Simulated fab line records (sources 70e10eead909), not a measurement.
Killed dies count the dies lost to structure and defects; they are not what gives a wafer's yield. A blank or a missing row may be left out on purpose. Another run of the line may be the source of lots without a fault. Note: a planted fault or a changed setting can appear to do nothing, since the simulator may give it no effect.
Comparing a struck lot with a sound one | flow nand_harc | 39 out of 1302 route steps
Sound: wafers L863.1, L863.5, L863.6. Struck: wafer L855.5. (L855.2 of the same lot was not struck and is left out.) The cause comes at the end.
Order at every step that has rows: each side's tool, ch and its chambers, its first start. Under that, the readings that differ: sound wafers | struck wafers | difference of the means | sigmas: that difference in standard deviations of wafers without a fault.
alike: readings whose means differ by less than 2 such deviations, and words and numbers that are the same on both sides. not compared: withheld readings, readings that some wafer has no value for, bounds like >300 that may hide the same value, and numbers for which the record gives no deviation and whose values overlap.
A row with sigmas, a row that says differs or no value, or rows on one side alone: a step with any of these is where the two part. Numbers that have no deviation but don't overlap get no sigmas and don't part them. Lack of a reading on every wafer of one side parts them only where that side has two or more wafers.

first, 5 steps without rows for these wafers: NHARC_A_WL_FILL_SRD_14; NHARC_A_WL_FILL_ALD_19 (deposits TiN, target thk 2 nm, pulse time 3 s, ald cycles 100); NHARC_A_WL_FILL_CVD_20 (deposits W, target thk 100 nm, time 74 s); NHARC_A_WL_FILL_CMP_12 (polishes, t overpolish 30 s, target thk 100 nm); NHARC_A_WL_FILL_SRD_31.
NHARC_A_WL_FILL_INSPECT_15:
  sound: defect_inspect-01 at day 29 20:59; struck: defect_inspect-02 at day 27 03:07
  alike: raw_defect_count
then, 2 steps without rows for these wafers: NHARC_A_CONTACT_DEP_24 (deposits SiO2, target thk 500 nm); NHARC_A_CONTACT_DEP_28 (deposits aC, target thk 7000 nm).
NHARC_A_CONTACT_DEP_29: deposits SiON, target thk 100 nm.
  sound on pecvd-01 ch 0,2, day 30 03:34; struck on pecvd-03 ch 1, day 27 08:31
  alike: chamber_pressure_Torr, heater_power_w
then, 10 steps without rows for these wafers: NHARC_A_CONTACT_DEHYDRATE_32 (time 120 s); NHARC_A_CONTACT_HMDS_33 (time 30 s); NHARC_A_CONTACT_COAT_34 (time 75 s); NHARC_A_CONTACT_COAT_35 (time 65 s); NHARC_A_CONTACT_COAT_36 (resist thk 90 nm); NHARC_A_CONTACT_SOFTBAKE_37 (time 55 s); NHARC_A_CONTACT_EBR_38; NHARC_A_CONTACT_EXPOSE_39 (exposes mask A CC 3); NHARC_A_CONTACT_PEB_40 (peb time 65 s); NHARC_A_CONTACT_DEVELOP_41 (develop time 35 s).
NHARC_A_CONTACT_CD_MEAS_42: target cd 300 nm.
  sound on cd_sem-01 ch 0, day 30 04:07; struck on cd_sem-01 ch 0, day 27 09:07
  alike: cd_nm
NHARC_A_CONTACT_OVL_MEAS_43:
  sound: overlay-02 at day 30 04:12; struck: overlay-01 at day 27 09:12
  alike: overlay_x_nm, overlay_y_nm
NHARC_A_CONTACT_INSPECT_44:
  sound: defect_inspect-01 at day 30 04:14; struck: defect_inspect-01 at day 27 09:14
  alike: raw_defect_count
NHARC_A_CONTACT_DESCUM_47: chemistry O2, time 3 s.
  sound on rie_diel-04 ch 2,3, day 30 04:18; struck on rie_diel-01 ch 3, day 27 09:19
  alike: drypump_motor_current_A, oes_product_au, rf_vpp_V, showerhead_plenum_p_Torr, throttle_valve_pct
  not compared: rf_hours_counter_h
NHARC_A_CONTACT_ETCH_48: etches the open film in CF4, target depth 39 nm, time 65 s.
  sound on rie_diel-04 ch 2,3, day 30 04:23; struck on rie_diel-01 ch 3, day 27 09:24
  alike: drypump_motor_current_A, oes_product_au, rf_vpp_V, showerhead_plenum_p_Torr, throttle_valve_pct
  not compared: rf_hours_counter_h
NHARC_A_CONTACT_ETCH_49: etches the open film in N2/H2, target depth 260 nm, time 475.3 s.
  sound: rie_diel-04 ch 1,2; struck: rie_diel-01 ch 2
  alike: drypump_motor_current_A, oes_product_au, rf_vpp_V, showerhead_plenum_p_Torr, throttle_valve_pct
  not compared: rf_hours_counter_h
then, 10 steps without rows for these wafers: NHARC_A_CONTACT_ETCH_50 (etches the open film in CF4/CHF3, target depth 121 nm, time 60.5 s); NHARC_A_CONTACT_ETCH_51 (etches the open film in O2/COS, target depth 7000 nm, time 1820 s); NHARC_A_CONTACT_ETCH_111 (etches the open film in C4F8/O2/Ar, time 140 s, target depth 700 nm); NHARC_A_CONTACT_ETCH_112 (etches the open film in C4F8/O2/Ar, time 190 s, target depth 1850 nm); NHARC_A_CONTACT_ETCH_113 (etches the open film in C4F8/O2/Ar, time 190 s, target depth 1850 nm); NHARC_A_CONTACT_ETCH_114 (etches the open film in C4F8/O2/Ar, time 190 s, target depth 1850 nm); NHARC_A_CONTACT_ETCH_115 (etches the open film in C4F8/O2/Ar, time 190 s, target depth 1850 nm); NHARC_A_CONTACT_ETCH_116 (etches the open film in C4F8/O2/Ar, time 190 s, target depth 1850 nm); NHARC_A_CONTACT_ETCH_117 (etches the open film in C4F8/O2/Ar, time 190 s, target depth 1850 nm); NHARC_A_CONTACT_ETCH_118 (etches the open film in C4F8/O2/Ar, time 190 s, target depth 1850 nm).
NHARC_A_CONTACT_ETCH_119: etches the open film in C4F8/O2/Ar, time 190 s, target depth 1850 nm.
  sound on har_cap_etch-02 ch 0,1, day 30 07:32; struck on har_cap_etch-03 ch 0, day 27 12:32
  not compared: rf_hours_counter_h
NHARC_A_CONTACT_ETCH_120: etches the open film in C4F8/O2/Ar, time 190 s, target depth 1850 nm.
  sound on har_cap_etch-02 ch 0,1, day 30 07:42; struck on har_cap_etch-03 ch 0, day 27 12:43
  not compared: rf_hours_counter_h
then, 1 step without rows for these wafers: NHARC_A_CONTACT_ETCH_121 (etches the open film in C4F8/O2/Ar, time 190 s, target depth 1850 nm).
-- break in the record here, with 3 days between the starts of the struck wafers on either side (left off in module A_CONTACT, picked up again in module END, where the first step shown is number 1302 on the route) --
NHARC_END_SORT_01:
  only the struck wafers appear in the record here, on prober-02 ch 0 at day 30 08:16; the sound ones have no rows

## WHERE THEY PART
Only at NHARC_END_SORT_01, within this record.

WHY: what the simulator had put in
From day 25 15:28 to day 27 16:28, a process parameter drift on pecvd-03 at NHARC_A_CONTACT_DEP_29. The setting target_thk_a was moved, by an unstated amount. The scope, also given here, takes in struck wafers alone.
